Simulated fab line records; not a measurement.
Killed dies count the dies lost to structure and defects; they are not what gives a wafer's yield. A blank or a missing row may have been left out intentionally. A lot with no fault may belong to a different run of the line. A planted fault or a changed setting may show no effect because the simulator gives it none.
Split-lot experiment -- flow n5Finfet -- 21 wafers read across 7 lots, on a route 1938 steps long

== THE SPLIT ITSELF ==
At N5_BEOL_M3_COAT_22 (resist thk 30 nm), the setting spinRpm was moved away from the recipe's 1500 rpm on 11 of the 21 wafers read, by -2.9% to +9.0%. All remaining wafers had this setting at the recipe value.

The split's own step is where the reading is taken.

== THE READING ==
CAR-EUV_of_BEOL_M3_COAT_22.thkNm (the simulator's own value, which no gauge read), in nm, at N5_BEOL_M3_COAT_22 (resist thk 30 nm). The file gives no usual value for it. Across the 10 wafers here that went through the recipe, the average is 30.0 nm and the standard deviation 0.11 nm.

wafer,"tool, chamber at the split","spinRpm as run, rpm",against the recipe,"CAR-EUV_of_BEOL_M3_COAT_22.thkNm, nm",against lot-mates on the recipe
L074.2,"lithoTrack-04, 0",1500,recipe,30,-
L074.3,"lithoTrack-04, 0",1500,recipe,29.8,-
L074.4,"lithoTrack-04, 0",1606,+7.1%,29,-0.9
L076.1,"lithoTrack-01, 0",1500,recipe,30,-
L076.3,"lithoTrack-01, 0",1583,+5.5%,29.4,-0.6
L076.6,"lithoTrack-01, 0",1583,+5.5%,29.2,-0.8
L082.1,"lithoTrack-04, 0",1456,-2.9%,30.4,no lot-mate on the recipe
L082.4,"lithoTrack-04, 0",1456,-2.9%,30.4,no lot-mate on the recipe
L082.5,"lithoTrack-04, 0",1456,-2.9%,30.6,no lot-mate on the recipe
L086.2,"lithoTrack-05, 0",1635,+9.0%,28.8,-1.4
L086.5,"lithoTrack-05, 0",1635,+9.0%,28.8,-1.4
L086.6,"lithoTrack-05, 0",1500,recipe,30.2,-
L094.2,"lithoTrack-01, 0",1599,+6.6%,29,no lot-mate on the recipe
L094.3,"lithoTrack-01, 0",1599,+6.6%,29.2,no lot-mate on the recipe
L094.4,"lithoTrack-01, 0",1599,+6.6%,29.2,no lot-mate on the recipe
L095.2,"lithoTrack-04, 0",1500,recipe,30,-
L095.4,"lithoTrack-04, 0",1500,recipe,30,-
L095.5,"lithoTrack-04, 0",1500,recipe,30.2,-
L097.1,"lithoTrack-05, 0",1500,recipe,30,-
L097.3,"lithoTrack-05, 0",1500,recipe,30,-
L097.6,"lithoTrack-05, 0",1500,recipe,30,-

THE FIT
A straight line over all 21 wafers: CAR-EUV_of_BEOL_M3_COAT_22.thkNm changes by -0.138 nm for each +1% of spinRpm; r = -0.98; the points scatter about the line by 0.1 nm.
The same after taking each lot's own level away (the mean of its wafers on the recipe; 15 wafers): -0.145 nm for each +1%; r = -0.99; scatter 0.096 nm.
Per that fit: largest spinRpm move, reading shift of 1.3 nm.
Across the lots, their own levels run from 29.90 to 30.20 nm, a range of 2.8 times the standard deviation given above.
So the lot-to-lot level changes the slope little: the two slopes agree.
Check: with one of the wafers moved furthest among these (+9.0%) left out of the fit, the line predicts -1.25 nm for it against its lot-mates. It came out at -1.4 nm against them.

== THESE WAFERS: OTHER SPLITS ==
These wafers also went through other splits before the reading. Each is held against what the fit with the lots' levels taken away leaves over:
other split on the same wafers,wafers away from the commonest value,r with CAR-EUV_of_BEOL_M3_COAT_22.thkNm (lot level and that fit taken away)
N5_BEOL_M0_SAQP_EXPOSE_11 doseMj,6,+0.25
N5_BEOL_M1_ETCH_64 sourceW,5,+0.21
N5_BEOL_M1_COAT_68 spinRpm,7,+0.04
N5_BEOL_M2_COAT_62 spinRpm,6,+0.02
N5_BEOL_M2_ETCH_74 sourceW,9,+0.14

== THE FILE'S OWN FIT ==
CAR-EUV_of_BEOL_M3_COAT_22.thkNm changes by -0.141 nm for each +1% of spinRpm, r = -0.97.
